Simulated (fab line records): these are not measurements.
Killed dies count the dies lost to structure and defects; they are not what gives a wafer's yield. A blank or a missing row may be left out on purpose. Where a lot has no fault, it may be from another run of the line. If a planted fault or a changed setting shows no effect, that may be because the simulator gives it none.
Which of the tools did it? || flow n5Finfet || Sampling: 9 lots, 27 wafers, 7 of 1938 route steps

## WHAT THE GAUGES READ, wafer by wafer
N5_BEOL_M2_CD_MEAS_11: the cd target is 16.79 nm. Usual: cdNm at 16.79 nm, with a standard deviation of 0.23.
{"lot": "L606", "measured": "day 6 21:14", "on": "cdSem-03", "cdNm (nm)": "16.78 16.94 17.12", "flag": ""}
{"lot": "L612", "measured": "day 7 23:59", "on": "cdSem-02", "cdNm (nm)": "16.86 16.86 16.70", "flag": ""}
{"lot": "L611", "measured": "day 8 00:20", "on": "cdSem-03", "cdNm (nm)": "17.08 16.90 16.71", "flag": ""}
{"lot": "L615", "measured": "day 9 00:31", "on": "cdSem-02", "cdNm (nm)": "17.08 16.61 16.58", "flag": ""}
{"lot": "L622", "measured": "day 10 09:43", "on": "cdSem-03", "cdNm (nm)": "18.75 18.41 18.74", "flag": "OFF"}
{"lot": "L624", "measured": "day 11 05:57", "on": "cdSem-03", "cdNm (nm)": "16.72 16.65 16.77", "flag": ""}
{"lot": "L626", "measured": "day 11 13:35", "on": "cdSem-03", "cdNm (nm)": "16.74 16.88 16.69", "flag": ""}
{"lot": "L627", "measured": "day 11 22:04", "on": "cdSem-01", "cdNm (nm)": "18.39 18.87 18.69", "flag": "OFF"}
{"lot": "L629", "measured": "day 12 12:19", "on": "cdSem-02", "cdNm (nm)": "16.62 16.57 16.53", "flag": ""}

N5_BEOL_M2_CD_MEAS_18: pitch 36 nm, target cd 18 nm. Usual: cdNm at 17.9 nm, with a standard deviation of 0.35.
{"lot": "L606", "measured": "day 6 21:48", "on": "cdSem-01", "cdNm (nm)": "18.4 17.9 18.0", "flag": ""}
{"lot": "L612", "measured": "day 8 00:32", "on": "cdSem-02", "cdNm (nm)": "18.0 18.5 18.3", "flag": ""}
{"lot": "L611", "measured": "day 8 00:53", "on": "cdSem-01", "cdNm (nm)": "18.0 18.4 18.0", "flag": ""}
{"lot": "L615", "measured": "day 9 01:11", "on": "cdSem-02", "cdNm (nm)": "17.8 16.9 17.2", "flag": ""}
{"lot": "L622", "measured": "day 10 11:01", "on": "cdSem-03", "cdNm (nm)": "19.6 19.7 20.2", "flag": "OFF"}
{"lot": "L624", "measured": "day 11 06:45", "on": "cdSem-03", "cdNm (nm)": "17.9 17.9 18.2", "flag": ""}
{"lot": "L626", "measured": "day 11 14:14", "on": "cdSem-03", "cdNm (nm)": "18.0 17.7 17.4", "flag": ""}
{"lot": "L627", "measured": "day 11 22:43", "on": "cdSem-03", "cdNm (nm)": "20.4 19.5 19.7", "flag": "OFF"}
{"lot": "L629", "measured": "day 12 12:53", "on": "cdSem-02", "cdNm (nm)": "18.1 18.1 17.7", "flag": ""}

N5_BEOL_M4_RC_MEAS_101. Usual: DIBL_N 36.9 mV/V, standard deviation 1.7; DIBL_P 36.7 mV/V, standard deviation 2.1; IOFF_N 0.17 nA/um, standard deviation 0.032; IOFF_P 0.22 nA/um, standard deviation 0.036; ION_N 674 uA/um, standard deviation 12; ION_P 461 uA/um, standard deviation 7; SS_N 71.7 mV/dec, standard deviation 0.6; SS_P 73.4 mV/dec, standard deviation 0.67; VT_N 249 mV, standard deviation 3.1; VT_P -250 mV, standard deviation 3.2.
{"lot": "L606", "measured": "day 8 01:31", "on": "prober-01", "DIBL_N (mV/V)": "35.5 36.4 35.7", "DIBL_P (mV/V)": "35.5 36.6 34.9", "IOFF_N (nA/um)": "0.14 0.15 0.14", "IOFF_P (nA/um)": "0.18 0.20 0.18", "ION_N (uA/um)": "657 674 666", "ION_P (uA/um)": "448 464 456", "SS_N (mV/dec)": "71.7 71.3 70.9", "SS_P (mV/dec)": "72.8 73.2 73.1", "VT_N (mV)": "253 254 250", "VT_P (mV)": "-254 -251 -251", "flag": ""}
{"lot": "L612", "measured": "day 9 04:58", "on": "prober-01", "DIBL_N (mV/V)": "38.8 36.9 37.5", "DIBL_P (mV/V)": "41.7 38.2 38.4", "IOFF_N (nA/um)": "0.23 0.18 0.19", "IOFF_P (nA/um)": "0.27 0.21 0.21", "ION_N (uA/um)": "694 676 683", "ION_P (uA/um)": "468 452 456", "SS_N (mV/dec)": "72.2 71.8 71.6", "SS_P (mV/dec)": "74.3 73.9 74.3", "VT_N (mV)": "245 250 248", "VT_P (mV)": "-251 -252 -254", "flag": ""}
{"lot": "L611", "measured": "day 9 05:38", "on": "prober-02", "DIBL_N (mV/V)": "38.0 35.7 37.3", "DIBL_P (mV/V)": "40.4 36.3 39.3", "IOFF_N (nA/um)": "0.20 0.16 0.18", "IOFF_P (nA/um)": "0.27 0.20 0.26", "ION_N (uA/um)": "687 670 671", "ION_P (uA/um)": "469 464 463", "SS_N (mV/dec)": "72.1 71.7 72.3", "SS_P (mV/dec)": "73.6 72.8 73.7", "VT_N (mV)": "244 248 248", "VT_P (mV)": "-246 -251 -248", "flag": ""}
{"lot": "L615", "measured": "day 10 05:55", "on": "prober-01", "DIBL_N (mV/V)": "34.8 34.6 35.2", "DIBL_P (mV/V)": "34.7 34.8 35.8", "IOFF_N (nA/um)": "0.15 0.13 0.15", "IOFF_P (nA/um)": "0.20 0.21 0.23", "ION_N (uA/um)": "662 657 673", "ION_P (uA/um)": "461 454 464", "SS_N (mV/dec)": "71.6 70.7 71.5", "SS_P (mV/dec)": "72.5 71.8 72.8", "VT_N (mV)": "251 253 251", "VT_P (mV)": "-249 -252 -249", "flag": ""}
{"lot": "L624", "measured": "day 12 15:16", "on": "prober-02", "DIBL_N (mV/V)": "36.3 34.8 37.2", "DIBL_P (mV/V)": "35.0 33.8 35.8", "IOFF_N (nA/um)": "0.17 0.13 0.18", "IOFF_P (nA/um)": "0.26 0.23 0.26", "ION_N (uA/um)": "681 668 681", "ION_P (uA/um)": "470 469 471", "SS_N (mV/dec)": "71.5 71.8 71.3", "SS_P (mV/dec)": "72.7 72.6 73.8", "VT_N (mV)": "247 254 247", "VT_P (mV)": "-245 -245 -245", "flag": ""}
{"lot": "L626", "measured": "day 13 01:27", "on": "prober-01", "DIBL_N (mV/V)": "35.4 37.0 35.2", "DIBL_P (mV/V)": "37.3 37.7 37.1", "IOFF_N (nA/um)": "0.16 0.17 0.15", "IOFF_P (nA/um)": "0.21 0.22 0.21", "ION_N (uA/um)": "681 682 682", "ION_P (uA/um)": "464 465 461", "SS_N (mV/dec)": "71.1 70.8 71.0", "SS_P (mV/dec)": "73.6 73.7 73.0", "VT_N (mV)": "248 248 250", "VT_P (mV)": "-250 -249 -249", "flag": ""}
{"lot": "L629", "measured": "day 14 00:20", "on": "prober-01", "DIBL_N (mV/V)": "39.1 37.7 39.5", "DIBL_P (mV/V)": "38.5 37.1 39.5", "IOFF_N (nA/um)": "0.18 0.16 0.19", "IOFF_P (nA/um)": "0.23 0.22 0.26", "ION_N (uA/um)": "663 659 681", "ION_P (uA/um)": "460 458 467", "SS_N (mV/dec)": "71.9 72.1 72.8", "SS_P (mV/dec)": "74.1 73.7 73.8", "VT_N (mV)": "251 252 251", "VT_P (mV)": "-249 -248 -247", "flag": ""}

## WHAT TOOL EACH LOT RAN ON (gives the tool, then ch and the chambers of the sampled wafers, and finally the start)
{"lot": "L606", "N5_BEOL_M1_SPUTTER_96": "pvdSputter-01, day 6 18:24", "N5_BEOL_M1_CMP_52": "cmp-01 ch 0,1,3, day 6 18:53", "N5_BEOL_M1_DEP_57": "pecvd-03 ch 0,1,2, day 6 19:23", "N5_BEOL_M2_EXPOSE_08": "euvScanner-02 ch 0, day 6 21:07"}
{"lot": "L612", "N5_BEOL_M1_SPUTTER_96": "pvdSputter-02, day 7 19:54", "N5_BEOL_M1_CMP_52": "cmp-04 ch 0,2, day 7 20:23", "N5_BEOL_M1_DEP_57": "pecvd-01 ch 0,1,2, day 7 20:53", "N5_BEOL_M2_EXPOSE_08": "euvScanner-01 ch 0, day 7 23:51"}
{"lot": "L611", "N5_BEOL_M1_SPUTTER_96": "pvdSputter-03, day 7 20:05", "N5_BEOL_M1_CMP_52": "cmp-04 ch 0,1,3, day 7 20:40", "N5_BEOL_M1_DEP_57": "pecvd-03 ch 0,1, day 7 21:08", "N5_BEOL_M2_EXPOSE_08": "euvScanner-01 ch 0, day 8 00:13"}
{"lot": "L615", "N5_BEOL_M1_SPUTTER_96": "pvdSputter-02, day 8 22:15", "N5_BEOL_M1_CMP_52": "cmp-01 ch 0,1, day 8 22:44", "N5_BEOL_M1_DEP_57": "pecvd-02 ch 0,1,2, day 8 23:15", "N5_BEOL_M2_EXPOSE_08": "euvScanner-01 ch 0, day 9 00:23"}
{"lot": "L622", "N5_BEOL_M1_SPUTTER_96": "pvdSputter-01, day 10 07:50", "N5_BEOL_M1_CMP_52": "cmp-01 ch 0,1,3, day 10 08:20", "N5_BEOL_M1_DEP_57": "pecvd-01 ch 0,1, day 10 08:50", "N5_BEOL_M2_EXPOSE_08": "euvScanner-01 ch 0, day 10 09:35"}
{"lot": "L624", "N5_BEOL_M1_SPUTTER_96": "pvdSputter-03, day 11 03:51", "N5_BEOL_M1_CMP_52": "cmp-04 ch 1,2, day 11 04:21", "N5_BEOL_M1_DEP_57": "pecvd-03 ch 0,2, day 11 04:50", "N5_BEOL_M2_EXPOSE_08": "euvScanner-02 ch 0, day 11 05:49"}
{"lot": "L626", "N5_BEOL_M1_SPUTTER_96": "pvdSputter-03, day 11 11:17", "N5_BEOL_M1_CMP_52": "cmp-04 ch 0,3, day 11 11:49", "N5_BEOL_M1_DEP_57": "pecvd-03 ch 0,1,2, day 11 12:18", "N5_BEOL_M2_EXPOSE_08": "euvScanner-02 ch 0, day 11 13:28"}
{"lot": "L627", "N5_BEOL_M1_SPUTTER_96": "pvdSputter-01, day 11 15:50", "N5_BEOL_M1_CMP_52": "cmp-04 ch 0,2, day 11 16:22", "N5_BEOL_M1_DEP_57": "pecvd-02 ch 0,1,2, day 11 16:49", "N5_BEOL_M2_EXPOSE_08": "euvScanner-01 ch 0, day 11 21:56"}
{"lot": "L629", "N5_BEOL_M1_SPUTTER_96": "pvdSputter-01, day 12 09:56", "N5_BEOL_M1_CMP_52": "cmp-02 ch 1,2, day 12 10:26", "N5_BEOL_M1_DEP_57": "pecvd-01 ch 0,1,2, day 12 10:57", "N5_BEOL_M2_EXPOSE_08": "euvScanner-02 ch 0, day 12 12:13"}
- N5_BEOL_M1_SPUTTER_96: material Cu, target thk 4.5 nm, time 8.29 s.
- N5_BEOL_M1_CMP_52: polishes, stops on SiOC, t overpolish 6.8 s, target thk 40 nm.
- N5_BEOL_M1_DEP_57: deposits SiCN from 3MS/NH3, target thk 8 nm, time 14 s.
- N5_BEOL_M2_EXPOSE_08: exposes mask M2.

## AS READ BY THE TOOLS THEMSELVES (means over the sampled wafers that have a number; for cases with no such wafer, the mark the record gives instead)
N5_BEOL_M1_SPUTTER_96. Usual: substrateTempC -19.99 C, standard deviation 0.1; throttleValvePct 29.6 %, standard deviation 1.
{"lot": "L606", "tool": "pvdSputter-01", "substrateTempC (C)": -19.88, "throttleValvePct (%)": 30.2, "flag": ""}
{"lot": "L612", "tool": "pvdSputter-02", "substrateTempC (C)": -19.98, "throttleValvePct (%)": 29.9, "flag": ""}
{"lot": "L611", "tool": "pvdSputter-03", "substrateTempC (C)": -20.03, "throttleValvePct (%)": 30.0, "flag": ""}
{"lot": "L615", "tool": "pvdSputter-02", "substrateTempC (C)": -20.04, "throttleValvePct (%)": 29.5, "flag": ""}
{"lot": "L622", "tool": "pvdSputter-01", "substrateTempC (C)": -19.96, "throttleValvePct (%)": 29.4, "flag": ""}
{"lot": "L624", "tool": "pvdSputter-03", "substrateTempC (C)": -20.04, "throttleValvePct (%)": 29.2, "flag": ""}
{"lot": "L626", "tool": "pvdSputter-03", "substrateTempC (C)": -19.92, "throttleValvePct (%)": 28.9, "flag": ""}
{"lot": "L627", "tool": "pvdSputter-01", "substrateTempC (C)": -19.95, "throttleValvePct (%)": 30.0, "flag": ""}
{"lot": "L629", "tool": "pvdSputter-01", "substrateTempC (C)": -19.98, "throttleValvePct (%)": 30.5, "flag": ""}

N5_BEOL_M1_CMP_52. Usual: barrierFieldEndpointS 24.7 s, standard deviation 0.72; clearingPlatenDownForcePsi 1.500 psi, standard deviation 0.003; motorCurrentA 5.8 A, standard deviation 0.55; overpolishRunS 6.799 s, standard deviation 0.0092; timeToEndpointS 63 s, standard deviation 3.4.
{"lot": "L606", "tool": "cmp-01", "barrierFieldEndpointS (s)": 24.6, "clearingPlatenDownForcePsi (psi)": 1.498, "motorCurrentA (A)": 5.6, "overpolishRunS (s)": 6.795, "timeToEndpointS (s)": 67, "flag": ""}
{"lot": "L612", "tool": "cmp-04", "barrierFieldEndpointS (s)": 24.8, "clearingPlatenDownForcePsi (psi)": 1.497, "motorCurrentA (A)": 5.3, "overpolishRunS (s)": 6.792, "timeToEndpointS (s)": 63, "flag": ""}
{"lot": "L611", "tool": "cmp-04", "barrierFieldEndpointS (s)": 24.8, "clearingPlatenDownForcePsi (psi)": 1.500, "motorCurrentA (A)": 5.8, "overpolishRunS (s)": 6.794, "timeToEndpointS (s)": 62, "flag": ""}
{"lot": "L615", "tool": "cmp-01", "barrierFieldEndpointS (s)": 24.8, "clearingPlatenDownForcePsi (psi)": 1.500, "motorCurrentA (A)": 5.5, "overpolishRunS (s)": 6.796, "timeToEndpointS (s)": 62, "flag": ""}
{"lot": "L622", "tool": "cmp-01", "barrierFieldEndpointS (s)": 25.6, "clearingPlatenDownForcePsi (psi)": 1.504, "motorCurrentA (A)": 5.8, "overpolishRunS (s)": 6.799, "timeToEndpointS (s)": 66, "flag": ""}
{"lot": "L624", "tool": "cmp-04", "barrierFieldEndpointS (s)": 25.6, "clearingPlatenDownForcePsi (psi)": 1.502, "motorCurrentA (A)": 6.1, "overpolishRunS (s)": 6.795, "timeToEndpointS (s)": 68, "flag": ""}
{"lot": "L626", "tool": "cmp-04", "barrierFieldEndpointS (s)": 24.9, "clearingPlatenDownForcePsi (psi)": 1.501, "motorCurrentA (A)": 5.6, "overpolishRunS (s)": 6.792, "timeToEndpointS (s)": 68, "flag": ""}
{"lot": "L627", "tool": "cmp-04", "barrierFieldEndpointS (s)": 25.8, "clearingPlatenDownForcePsi (psi)": 1.501, "motorCurrentA (A)": 5.0, "overpolishRunS (s)": 6.799, "timeToEndpointS (s)": 67, "flag": ""}
{"lot": "L629", "tool": "cmp-02", "barrierFieldEndpointS (s)": 24.0, "clearingPlatenDownForcePsi (psi)": 1.503, "motorCurrentA (A)": 6.0, "overpolishRunS (s)": 6.806, "timeToEndpointS (s)": 58, "flag": ""}

N5_BEOL_M1_DEP_57. Usual: showerheadPlenumPTorr 3.668 Torr, standard deviation 0.014; throttleValvePct 9.2 %, standard deviation 0.39.
{"lot": "L606", "tool": "pecvd-03", "showerheadPlenumPTorr (Torr)": 3.666, "throttleValvePct (%)": 9.0, "flag": ""}
{"lot": "L612", "tool": "pecvd-01", "showerheadPlenumPTorr (Torr)": 3.675, "throttleValvePct (%)": 9.2, "flag": ""}
{"lot": "L611", "tool": "pecvd-03", "showerheadPlenumPTorr (Torr)": 3.662, "throttleValvePct (%)": 9.5, "flag": ""}
{"lot": "L615", "tool": "pecvd-02", "showerheadPlenumPTorr (Torr)": 3.669, "throttleValvePct (%)": 9.0, "flag": ""}
{"lot": "L622", "tool": "pecvd-01", "showerheadPlenumPTorr (Torr)": 3.676, "throttleValvePct (%)": 9.7, "flag": ""}
{"lot": "L624", "tool": "pecvd-03", "showerheadPlenumPTorr (Torr)": 3.673, "throttleValvePct (%)": 8.9, "flag": ""}
{"lot": "L626", "tool": "pecvd-03", "showerheadPlenumPTorr (Torr)": 3.668, "throttleValvePct (%)": 9.0, "flag": ""}
{"lot": "L627", "tool": "pecvd-02", "showerheadPlenumPTorr (Torr)": 3.670, "throttleValvePct (%)": 9.3, "flag": ""}
{"lot": "L629", "tool": "pecvd-01", "showerheadPlenumPTorr (Torr)": 3.673, "throttleValvePct (%)": 9.1, "flag": ""}

N5_BEOL_M2_EXPOSE_08. Usual: exposureDoseMJCm2 41.49, standard deviation 0.2; focusOffsetNm 0.0 nm, standard deviation 0.55; reticleTempC 23.01 C, standard deviation 0.11.
{"lot": "L606", "tool": "euvScanner-02", "exposureDoseMJCm2": 41.60, "focusOffsetNm (nm)": 0.4, "reticleTempC (C)": 22.95, "flag": ""}
{"lot": "L612", "tool": "euvScanner-01", "exposureDoseMJCm2": 41.24, "focusOffsetNm (nm)": 0.5, "reticleTempC (C)": 23.07, "flag": ""}
{"lot": "L611", "tool": "euvScanner-01", "exposureDoseMJCm2": 41.24, "focusOffsetNm (nm)": -0.3, "reticleTempC (C)": 23.15, "flag": ""}
{"lot": "L615", "tool": "euvScanner-01", "exposureDoseMJCm2": 41.27, "focusOffsetNm (nm)": -0.3, "reticleTempC (C)": 23.02, "flag": ""}
{"lot": "L622", "tool": "euvScanner-01", "exposureDoseMJCm2": 45.46, "focusOffsetNm (nm)": 0.3, "reticleTempC (C)": 22.91, "flag": "OFF"}
{"lot": "L624", "tool": "euvScanner-02", "exposureDoseMJCm2": 41.65, "focusOffsetNm (nm)": 0.3, "reticleTempC (C)": 22.94, "flag": ""}
{"lot": "L626", "tool": "euvScanner-02", "exposureDoseMJCm2": 41.63, "focusOffsetNm (nm)": 0.1, "reticleTempC (C)": 22.91, "flag": ""}
{"lot": "L627", "tool": "euvScanner-01", "exposureDoseMJCm2": 44.62, "focusOffsetNm (nm)": 0.4, "reticleTempC (C)": 23.02, "flag": "OFF"}
{"lot": "L629", "tool": "euvScanner-02", "exposureDoseMJCm2": 41.62, "focusOffsetNm (nm)": -0.3, "reticleTempC (C)": 23.00, "flag": ""}

## THE ANSWER, worked out from the rows above alone
Rule: a lot is off if the mean of its wafers that have a number lies more than 3 standard deviations from the usual mean. Also off: a lot with no number at a reading for which 4 or more lots have one. Where the step has rows for the other lots, those lots are counted as sound. Order of review: gauges by route order, followed by the tools' own readings, for which a lot's mean as printed above is used. At the first step where some lot is off, the reading lying furthest off is the one used; lots without a number count as furthest.
Off: L622, L627 (N5_BEOL_M2_CD_MEAS_11, cdNm).
A tool fits if, at a process step before that reading, it ran every lot that is off, and no sound lot after the first of them. Not tried: the gauges at N5_BEOL_M2_CD_MEAS_11; whatever is off there is also off at N5_BEOL_M2_EXPOSE_08, on other tools, and gauge error can't account for it. One fits: N5_BEOL_M2_EXPOSE_08 on euvScanner-01. Its last sound lot is L615 (day 9 00:23), its first lot that is off L622 (day 10 09:35): a fault that began between those two fits.
On the lots that are off, the tool's own readings at N5_BEOL_M2_EXPOSE_08 differ by more than 5 times the standard deviation of the sound lots' means, which bears it out; exposureDoseMJCm2 reads 45.04 there versus 41.46 on the sound lots.

## WHAT WAS PUT IN BY THE SIMULATOR
Process parameter drift: euvScanner-01, from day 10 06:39 on, at N5_BEOL_M2_EXPOSE_08. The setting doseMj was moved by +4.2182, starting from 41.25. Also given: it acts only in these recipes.
Shown lots that were struck: L622, L627. The rule above reached the same finding.
